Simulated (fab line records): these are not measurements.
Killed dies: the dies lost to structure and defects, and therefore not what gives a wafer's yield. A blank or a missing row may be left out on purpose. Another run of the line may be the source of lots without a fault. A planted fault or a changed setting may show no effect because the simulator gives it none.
2 desks looking at one fault ; flow n5Finfet ; only its own numbers are on each desk; what lay behind them is given at the end

== AT THE TOOL OWNER'S DESK: lithoTrack-03 ==
The tool's own readings at N5_BEOL_M8_COAT_71 (time 60 s, resist thk 5 nm): means of the sampled wafers that have a number, for each lot that ran on this tool. A lot is out of limits, marked OUT, if its mean lies more than 4 standard deviations from the usual mean; the brackets give that distance.
Columns: A = heaterPowerTotalW at N5_BEOL_M8_COAT_71, usual 391.8 W; B = plateTempC at N5_BEOL_M8_COAT_71, usual 205.01 C
lot;first seen here;A;B
L939;day 9 10:29;390.6;204.80
L942;day 9 17:40;391.6;205.08
L941;day 9 20:59;391.5;204.96
L940;day 10 00:25;424.8 (+25) OUT;218.75 (+92) OUT
L943;day 10 03:46;423.6 (+24) OUT;218.68 (+91) OUT
L956;day 14 02:07;392.5;205.02
L957;day 14 04:43;390.8;205.16
L959;day 14 14:34;392.1;204.87
L958;day 14 16:08;392.8;205.17
L961;day 15 08:35;391.7;204.97
Finding of this desk: L940, L943 out of limits; the first was L940 at day 10 00:25, on heaterPowerTotalW at N5_BEOL_M8_COAT_71. L939, L942, L941, L956, L957, L959, L958, L961: within limits.

== FROM THE METROLOGY DESK ==
What the gauges read for every lot (on any tool): the sampled wafers with a number, averaged. A lot is out of limits, marked OUT, if its mean lies more than 4 standard deviations from the usual mean; the brackets give that distance.
Columns: A = M8_ILD_THK at N5_BEOL_M8_THK_MEAS_01, usual 155.3 nm
lot;first seen here;A
L939;day 9 07:13;153.2
L942;day 9 14:22;155.4
L941;day 9 19:13;156.0
L940;day 9 20:43;155.4
L943;day 9 23:22;155.4
L956;day 13 19:11;155.7
L957;day 14 03:09;152.1
L959;day 14 09:19;153.9
L958;day 14 10:40;156.1
L960;day 14 19:27;154.7
L961;day 15 06:37;154.9
This desk found nothing out of limits on any of the 11 lots.

== TAKEN TOGETHER ==
The tool owner's desk had the chance to raise an alarm at day 10 00:25 on L940, L943.
From the metrology desk's view, nothing was out of limits.
The metrology desk has L940, L943 on record, within its limits.
Of the lots named, all ran N5_BEOL_M8_COAT_71 on lithoTrack-03.

== WHAT HAD BEEN PUT IN BY THE SIMULATOR ==
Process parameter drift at N5_BEOL_M8_COAT_71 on lithoTrack-03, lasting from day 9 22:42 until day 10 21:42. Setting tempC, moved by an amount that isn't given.
Shown lots that were struck: L940, L943.
How many hours passed from the start of the fault until each desk's first out-of-limits reading: the tool owner's desk, 2.
